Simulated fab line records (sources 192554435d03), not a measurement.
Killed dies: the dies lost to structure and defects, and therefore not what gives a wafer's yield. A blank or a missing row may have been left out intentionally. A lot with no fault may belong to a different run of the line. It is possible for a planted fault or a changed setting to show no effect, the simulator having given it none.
Lot-split experiment -- flow n5_finfet -- route with 1938 steps; 7 lots, 21 wafers read

## SPLIT DETAILS
At N5_HKMG_FIN_ETCH_54 (etches SiARC in CF4, target depth 45.5 nm, time 75.8 s), the setting source_w was moved away from the recipe's 545 W on 7 of the 21 wafers read, by -13.9% to +15.0%. This setting was run at the recipe's value on the other wafers.

The reading comes from the split's own step.

## THE READING
rf_vpp_V, in V, at N5_HKMG_FIN_ETCH_54 (etches SiARC in CF4, target depth 45.5 nm, time 75.8 s). Typical for fault-free wafers on this fab line: 184.3 V, with standard deviation 1.1 V.

wafer,"tool, chamber at the split","source_w as run, W",against the recipe,"rf_vpp_V, V",against lot-mates on the recipe
L075.2,"rie_diel-04, 1",545,recipe,184.7,-
L075.3,"rie_diel-04, 2",501.5,-8.0%,189.7,+5.0
L075.4,"rie_diel-04, 0",501.5,-8.0%,188.9,+4.2
L080.1,"rie_diel-04, 2",545,recipe,184.7,-
L080.2,"rie_diel-04, 0",545,recipe,182.0,-
L080.6,"rie_diel-04, 0",582.3,+6.8%,177.4,-5.9
L084.1,"rie_diel-06, 2",492.6,-9.6%,192.3,+7.1
L084.2,"rie_diel-06, 3",492.6,-9.6%,191.7,+6.5
L084.6,"rie_diel-06, 2",545,recipe,185.2,-
L085.1,"rie_diel-01, 1",469.4,-13.9%,194.6,+9.3
L085.3,"rie_diel-01, 3",545,recipe,184.9,-
L085.4,"rie_diel-01, 0",545,recipe,185.6,-
L088.1,"rie_diel-01, 1",545,recipe,183.9,-
L088.2,"rie_diel-01, 0",545,recipe,186.4,-
L088.3,"rie_diel-01, 2",545,recipe,182.5,-
L091.2,"rie_diel-04, 1",545,recipe,182.5,-
L091.3,"rie_diel-04, 0",545,recipe,185.4,-
L091.4,"rie_diel-04, 2",626.9,+15.0%,176.5,-7.4
L092.2,"rie_diel-01, 3",545,recipe,183.7,-
L092.4,"rie_diel-01, 1",545,recipe,184.1,-
L092.6,"rie_diel-01, 0",545,recipe,186.4,-

THE FIT
A straight line over all 21 wafers: rf_vpp_V changes by -0.681 V for each +1% of source_w; r = -0.95; the points scatter about the line by 1.4 V.
The same after taking each lot's own level away (the mean of its wafers on the recipe; 21 wafers): -0.623 V for each +1%; r = -0.95; scatter 1.2 V.
On that fit, the largest move of source_w shifts the reading by 9.4 V.
Measured against the standard deviation above, the lots' own levels, which go from 183.35 to 185.25 V, span 1.7 times it.
The two slopes agree, so the slope changes little with the lot-to-lot level.
Check: with one of the wafers moved furthest among these (+15.0%) left out of the fit, the line predicts -10.5 V for it against its lot-mates. It came out at -7.45 V against them.
Tool readings at the split's step, against how far the setting was moved: etch_rf_on_time_s r = -0.97; rf_vpp_V r = -0.95.

## FURTHER SPLITS ON THESE WAFERS
Note: prior to the reading, these wafers also went through further splits. Each is held against what the fit with the lots' levels taken away leaves over:
other split on the same wafers,wafers away from the commonest value,r with rf_vpp_V (lot level and that fit taken away)
N5_DUMMY_GATE_COAT_28 spin_rpm,5,+0.08
N5_SD_EPI_N_PEB_07 peb_time_s,9,+0.12
N5_SDB_CUT_ETCH_26 icp_w,6,-0.16
N5_SDB_ALD_29 ald_cycles,3,+0.00

## THE WHOLE CHAIN: every reading that the file lists as answering this split, in the file's order
step,what it does,reading,change (the file's fit),r (the file's)
N5_HKMG_FIN_ETCH_54,"etches SiARC in CF4, target depth 45.5 nm, time 75.8 s",etch_rf_on_time_s,withheld for each +1% of the setting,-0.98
N5_HKMG_FIN_ETCH_54,"etches SiARC in CF4, target depth 45.5 nm, time 75.8 s",rf_vpp_V,-0.619 V for each +1% of the setting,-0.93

## FILE'S OWN FIT
rf_vpp_V changes by -0.619 V for each +1% of source_w, r = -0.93.
